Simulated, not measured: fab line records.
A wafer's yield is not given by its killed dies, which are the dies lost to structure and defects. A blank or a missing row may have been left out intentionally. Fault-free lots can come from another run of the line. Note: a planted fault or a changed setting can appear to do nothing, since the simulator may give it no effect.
fab line records	flow nand_harc
record lots=14	wafers=42	last_day=24
route steps=1159 shown P_STI@84 P_GATE@132 END@1159
lots untouched by any fault: they come from a run of this same line in which no faults occurred
start_h: the number of hours between the record's first day and the start of the first shown wafer of the lot	wait_h: how many hours have passed since the lot's step before this one	" the same as in the row above	L1.1+2: a single row standing in for several wafers	- either no value or no given start	* or withheld: withheld	< > ~ a bound
route shown NAME@n: names a module that has steps shown in the file, with the first one's number in the route	usual: mean/standard deviation of fault-free wafers	same: alike in all rows	chamber/n: place in a boat	sites: per-site readings	_std_site: their standard deviation	_edge_site: inner sites' mean taken away from outer sites' mean	radius_mm: for every site, how far away it sits from the centre of the wafer	mask NAME#n: copy n	behind: tool/chamber where the wafer was last shaped	hold: the reason the lot was held/the length of the hold in hours/how it ended	device: which transistor (n, p or np) failed to switch	end of line: the same wafers' tests at the end of the route	where a step has no rows: the recipe by itself	killed: the dies lost at the first sort to structure and to defects; this is not the yield of the wafer	map: shows each die of a wafer: x if killed, . if not, _ if none is there
set.NAME: the setting that was run; set.NAME@STEP: the one run at that earlier step	model.NAME: the simulator's own value behind a step, which no gauge read
a sample of lots followed through the steps of the route, with each step as a table and each wafer as a row
services: a tool's chamber out of use, with start hour (start_h, from the record's first day; less than 0 if before it), hours out, and reason
## steps
# step NHARC_P_STI_OVL_MEAS_10
# usual overlay_x_nm=-1/5	overlay_y_nm=0/5.7
lot.wafer	tool	chamber	start_h	wait_h	overlay_x_nm	overlay_y_nm
L838.1	overlay-01	-	31.48	-	-12	-12
L838.3	"	-	"	"	-13	-12
L838.6	"	-	"	"	-13	-12
L839.2	overlay-02	-	42.84	-	2	-6
L839.3	"	-	"	"	2	-6
L839.5	"	-	"	"	1	-6
L840.2	overlay-01	-	47.40	-	-4	1
L840.4	"	-	"	"	-4	0
L840.6	"	-	"	"	-4	0
L841.3	overlay-02	-	52.77	-	0	0
L841.4	"	-	"	"	0	0
L841.6	"	-	"	"	0	0
L842.2	overlay-02	-	62.00	-	0	-7
L842.4	"	-	"	"	0	-7
L842.5	"	-	"	"	0	-7
L843.2	overlay-01	-	62.16	-	3	-4
L843.3	"	-	"	"	4	-3
L843.4	"	-	"	"	4	-3
L844.2	overlay-01	-	70.91	-	0	1
L844.3	"	-	"	"	1	1
L844.5	"	-	"	"	1	1
L845.1	overlay-02	-	77.06	-	-3	5
L845.3	"	-	"	"	-2	6
L845.5	"	-	"	"	-3	6
L846.1	overlay-01	-	83.53	-	-1	8
L846.3	"	-	"	"	-1	8
L846.5	"	-	"	"	-2	8
L848.3	overlay-02	-	91.76	-	3	0
L848.4	"	-	"	"	4	0
L848.6	"	-	"	"	4	-1
L852.2	overlay-02	-	120.91	-	4	4
L852.4	"	-	"	"	4	4
L852.5	"	-	"	"	4	3
L853.1	overlay-02	-	131.25	-	-5	5
L853.3	"	-	"	"	-5	4
L853.6	"	-	"	"	-5	5
L857.1	overlay-01	-	151.14	-	-7	5
L857.5	"	-	"	"	-7	5
L857.6	"	-	"	"	-8	5
L861.2	overlay-02	-	172.68	-	-7	-4
L861.4	"	-	"	"	-8	-4
L861.5	"	-	"	"	-7	-4
# step NHARC_P_GATE_DEP_103
# recipe target_thk_a=300	target_thk_nm=30	temp_c=400	flow_sccm=200	rf_w=350	material=SiON
# usual heater_power_w=796/75
lot.wafer	tool	chamber	start_h	wait_h	heater_power_w
L838.3	pecvd-01	2	81.03	0.4	845
L838.1	"	0	"	"	920
L838.6	"	0	"	"	899
L839.3	pecvd-03	0	96.27	0.3	732
L839.2	"	1	"	"	729
L839.5	"	2	"	"	870
L841.3	pecvd-01	2	98.45	0.3	886
L841.6	"	2	"	"	866
L841.4	"	0	"	"	892
L840.2	pecvd-01	1	98.87	0.4	766
L840.4	"	2	"	"	876
L840.6	"	0	"	"	801
L842.2	pecvd-01	1	111.36	0.5	732
L842.4	"	0	"	"	910
L842.5	"	1	"	"	749
L843.3	pecvd-02	2	111.44	0.4	746
L843.2	"	1	"	"	830
L843.4	"	0	"	"	768
L844.2	pecvd-02	0	126.21	0.5	773
L844.3	"	1	"	"	728
L844.5	"	0	"	"	801
L845.1	pecvd-02	0	130.58	0.6	725
L845.3	"	2	"	"	717
L845.5	"	2	"	"	732
L846.3	pecvd-01	1	138.13	0.3	687
L846.1	"	2	"	"	836
L846.5	"	1	"	"	692
L848.3	pecvd-01	2	148.78	0.3	894
L848.6	"	0	"	"	874
L848.4	"	1	"	"	737
L852.2	pecvd-02	2	180.89	0.5	733
L852.5	"	1	"	"	804
L852.4	"	2	"	"	759
L853.3	pecvd-03	0	188.10	0.3	834
L853.1	"	2	"	"	854
L853.6	"	1	"	"	751
L857.1	pecvd-02	1	207.53	0.5	736
L857.6	"	1	"	"	753
L857.5	"	0	"	"	760
L861.2	pecvd-02	0	221.38	0.5	815
L861.4	"	0	"	"	794
L861.5	"	1	"	"	746
# step NHARC_P_GATE_EXPOSE_23
# recipe na=1.35	target_cd_nm=120	dose_mj=93.91	mask_id=P_GATE
lot.wafer	tool	chamber	start_h	wait_h	mask
L838.1+3+6	arfi_scanner-01	0	81.42	-	P_GATE#0
L839.2+3+5	arfi_scanner-01	0	96.81	-	P_GATE#0
L841.3+4+6	arfi_scanner-02	0	99.00	-	P_GATE#0
L840.2+4+6	arfi_scanner-02	0	99.29	-	P_GATE#0
L842.2+4+5	arfi_scanner-01	0	111.88	-	P_GATE#0
L843.2+3+4	arfi_scanner-03	0	112.04	-	P_GATE#0
L844.2+3+5	arfi_scanner-02	0	126.72	-	P_GATE#0
L845.1+3+5	arfi_scanner-01	0	131.13	-	P_GATE#0
L846.1+3+5	arfi_scanner-02	0	138.67	-	P_GATE#0
L848.3+4+6	arfi_scanner-02	0	149.21	-	P_GATE#0
L852.2+4+5	arfi_scanner-03	0	181.41	-	P_GATE#0
L853.1+3+6	arfi_scanner-03	0	188.51	-	P_GATE#0
L857.1+5+6	arfi_scanner-01	0	208.07	-	P_GATE#0
L861.2+4+5	arfi_scanner-01	0	221.89	-	P_GATE#0
# step NHARC_P_GATE_CD_MEAS_26
# recipe target_cd_nm=120	landing_energy_ev=500
# usual cd_nm=120.1/0.74
lot.wafer	tool	chamber	start_h	wait_h	cd_nm
L838.1	cd_sem-02	0	81.56	-	118.7
L838.3	"	0	"	"	120.1
L838.6	"	0	"	"	118.5
L839.2	cd_sem-03	0	96.95	-	119.6
L839.3	"	0	"	"	120.2
L839.5	"	0	"	"	119.4
L841.3	cd_sem-01	0	99.13	-	120.8
L841.4	"	0	"	"	119.4
L841.6	"	0	"	"	120.5
L840.2	cd_sem-03	0	99.43	-	120.0
L840.4	"	0	"	"	119.7
L840.6	"	0	"	"	119.1
L842.2	cd_sem-03	0	112.02	-	119.6
L842.4	"	0	"	"	119.3
L842.5	"	0	"	"	121.1
L843.2	cd_sem-02	0	112.18	-	121.0
L843.3	"	0	"	"	120.2
L843.4	"	0	"	"	120.3
L844.2	cd_sem-03	0	126.87	-	120.1
L844.3	"	0	"	"	121.1
L844.5	"	0	"	"	120.5
L845.1	cd_sem-01	0	131.26	-	119.4
L845.3	"	0	"	"	119.7
L845.5	"	0	"	"	119.8
L846.1	cd_sem-02	0	138.81	-	121.4
L846.3	"	0	"	"	120.5
L846.5	"	0	"	"	120.8
L848.3	cd_sem-01	0	149.34	-	120.6
L848.4	"	0	"	"	121.6
L848.6	"	0	"	"	121.0
L852.2	cd_sem-02	0	181.55	-	104.8
L852.4	"	0	"	"	115.0
L852.5	"	0	"	"	113.3
L853.1	cd_sem-02	0	188.65	-	112.1
L853.3	"	0	"	"	110.4
L853.6	"	0	"	"	117.1
L857.1	cd_sem-01	0	208.21	-	120.7
L857.5	"	0	"	"	121.2
L857.6	"	0	"	"	121.1
L861.2	cd_sem-03	0	222.03	-	120.7
L861.4	"	0	"	"	121.4
L861.5	"	0	"	"	120.5
# step NHARC_P_GATE_INSPECT_28
# usual raw_defect_count=5.8/2.7
lot.wafer	tool	chamber	start_h	wait_h	raw_defect_count
L838.1	defect_inspect-02	-	81.68	0.0	5
L838.3	"	-	"	"	12
L838.6	"	-	"	"	2
L839.2	defect_inspect-01	-	97.07	0.0	7
L839.3	"	-	"	"	2
L839.5	"	-	"	"	5
L841.3	defect_inspect-01	-	99.27	0.0	8
L841.4	"	-	"	"	3
L841.6	"	-	"	"	6
L840.2	defect_inspect-01	-	99.57	0.0	5
L840.4	"	-	"	"	4
L840.6	"	-	"	"	8
L842.2	defect_inspect-02	-	112.16	0.0	11
L842.4	"	-	"	"	11
L842.5	"	-	"	"	3
L843.2	defect_inspect-01	-	112.32	0.1	9
L843.3	"	-	"	"	5
L843.4	"	-	"	"	4
L844.2	defect_inspect-01	-	126.99	0.0	6
L844.3	"	-	"	"	9
L844.5	"	-	"	"	8
L845.1	defect_inspect-01	-	131.39	0.0	2
L845.3	"	-	"	"	7
L845.5	"	-	"	"	7
L846.1	defect_inspect-02	-	138.94	0.0	6
L846.3	"	-	"	"	9
L846.5	"	-	"	"	4
L848.3	defect_inspect-02	-	149.47	0.0	6
L848.4	"	-	"	"	8
L848.6	"	-	"	"	3
L852.2	defect_inspect-01	-	181.67	0.0	7
L852.4	"	-	"	"	3
L852.5	"	-	"	"	3
L853.1	defect_inspect-01	-	188.78	0.0	6
L853.3	"	-	"	"	10
L853.6	"	-	"	"	5
L857.1	defect_inspect-01	-	208.33	0.0	4
L857.5	"	-	"	"	2
L857.6	"	-	"	"	7
L861.2	defect_inspect-01	-	222.15	0.0	8
L861.4	"	-	"	"	5
L861.5	"	-	"	"	2
# step NHARC_END_SORT_01
# recipe temp_c=25
# usual killed_at_array=30/10	killed_at_other=0.5/0.82	killed_at_periphery=2.9/2	killed_dies=34/11	killed_open=3.2/1.8	killed_short=2.0/1.4
# same gross_dies=677
lot.wafer	tool	chamber	start_h	wait_h	killed_at_array	killed_at_other	killed_at_periphery	killed_dies	killed_open	killed_short
L853.1	prober-02	0	551.89	2.5	42	0	3	45	8	1
L853.3	prober-02	0	553.48	3.1	34	0	3	37	2	4
L853.6	prober-02	0	555.87	4.0	25	2	4	31	3	2
L852.2	prober-01	0	559.39	2.8	39	1	53	93	8	1
L852.4	prober-01	0	560.96	3.3	36	0	1	37	2	3
L852.5	prober-01	0	561.75	3.6	35	0	2	37	2	4
# killed by level:class
L853.1 A_SLIT:chamber_film_flake=14 A_CHANNEL_HOLE_D1:chamber_film_flake=12 A_CONTACT:chamber_film_flake=3 A_BLC:chamber_film_flake=3 A_ONON_D1:geometric_particle:open=2 P_M2:geometric_particle:open=1 A_SOURCE_PLATE:geometric_particle:open=1 A_ONON_D1:geometric_particle:short=1
L853.3 A_SLIT:chamber_film_flake=15 A_CHANNEL_HOLE_D1:chamber_film_flake=5 A_CONTACT:chamber_film_flake=4 A_BLC:chamber_film_flake=4 A_WL_FILL:geometric_particle:short=2 P_M0:geometric_particle:short=1 A_ONON_D1:geometric_particle:short=1 A_CONTACT:geometric_particle:open=1
L853.6 A_SLIT:chamber_film_flake=14 A_CHANNEL_HOLE_D1:chamber_film_flake=4 A_STAIRCASE:chamber_film_flake=3 P_CONTACT:geometric_particle:open=1 P_M0:geometric_particle:short=1 A_SOURCE_PLATE:geometric_particle:open=1 A_CHANNEL_FILL_D1:geometric_particle:short=1 A_M0:geometric_particle:open=1
L852.2 P_GATE:area_expose=49 A_SLIT:chamber_film_flake=15 A_STAIRCASE:chamber_film_flake=10 A_CHANNEL_HOLE_D1:chamber_film_flake=5 A_CONTACT:geometric_particle:open=3 P_M0:geometric_particle:open=2 A_CONTACT:chamber_film_flake=2 P_M1:geometric_particle:open=1
L852.4 A_SLIT:chamber_film_flake=15 A_STAIRCASE:chamber_film_flake=7 A_CHANNEL_HOLE_D1:chamber_film_flake=5 A_CHANNEL_FILL_D1:chamber_film_flake=2 A_CONTACT:chamber_film_flake=2 P_M0:geometric_particle:open=1 A_SOURCE_PLATE:geometric_particle:short=1 A_CHANNEL_FILL_D1:geometric_particle:short=1
L852.5 A_SLIT:chamber_film_flake=11 A_STAIRCASE:chamber_film_flake=11 A_CHANNEL_HOLE_D1:chamber_film_flake=4 A_CHANNEL_FILL_D1:chamber_film_flake=2 P_M0:geometric_particle:short=1 A_WL_FILL:geometric_particle:short=1 A_WL_FILL:geometric_particle:open=1 A_CONTACT:geometric_particle:open=1
## services
tool	chamber	start_h	hours	kind
pecvd-03	1	67.29	15.2	repair
arfi_scanner-01	-	68.02	0.8	repair
pecvd-01	0	69.13	-	clean
pecvd-01	1	69.13	-	clean
pecvd-01	2	69.13	-	clean
arfi_scanner-02	-	84.00	4.0	pm
pecvd-02	1	88.86	2.1	repair
pecvd-03	-	97.92	1.0	repair
pecvd-03	-	111.08	13.0	pm
pecvd-03	0	111.08	13.0	vent_cycle
arfi_scanner-01	-	126.03	0.7	repair
pecvd-01	-	139.58	1.0	repair
arfi_scanner-03	-	140.00	4.0	pm
pecvd-02	-	145.40	0.4	repair
pecvd-02	-	153.00	13.0	pm
pecvd-02	0	153.00	13.0	vent_cycle
pecvd-02	1	153.00	13.0	vent_cycle
pecvd-02	2	153.00	13.0	vent_cycle
pecvd-03	0	159.91	1.9	repair
pecvd-02	0	166.00	-	clean
pecvd-02	1	166.00	-	clean
pecvd-02	2	166.00	-	clean
pecvd-02	-	190.39	1.8	repair
arfi_scanner-01	-	196.00	4.0	pm
## key
first_sign step=NHARC_P_GATE_CD_MEAS_26	reading=cd_nm	direction=down	sigmas=11	usual=120.1	struck=112.1
effect step=NHARC_END_SORT_01	reading=killed_at_periphery	direction=up	sigmas=4	usual=2.9	struck=11	wafers_moved=1
met_at NHARC_P_GATE_EXPOSE_23
struck_lots L852,L853
tester_left_out L852,L853
not_acting_at NHARC_P_STI_OVL_MEAS_10,NHARC_P_GATE_DEP_103,NHARC_P_GATE_INSPECT_28
onset_between 112.04 181.41
fault kind=process_parameter_drift	tool=arfi_scanner-03	chamber=-	onset_h=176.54	steps=NHARC_P_GATE_EXPOSE_23	channel=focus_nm	offset=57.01	spread_by_wafer=0.3	shape=step	end_h=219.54
# tester_left_out: of these lots the tester's yield and bins aren't shown, on N5 and GAA mostly nor the transistor test; their killed dies are dies lost to structure and defects alone, not to doping, threshold or leakage, so they don't give the yield
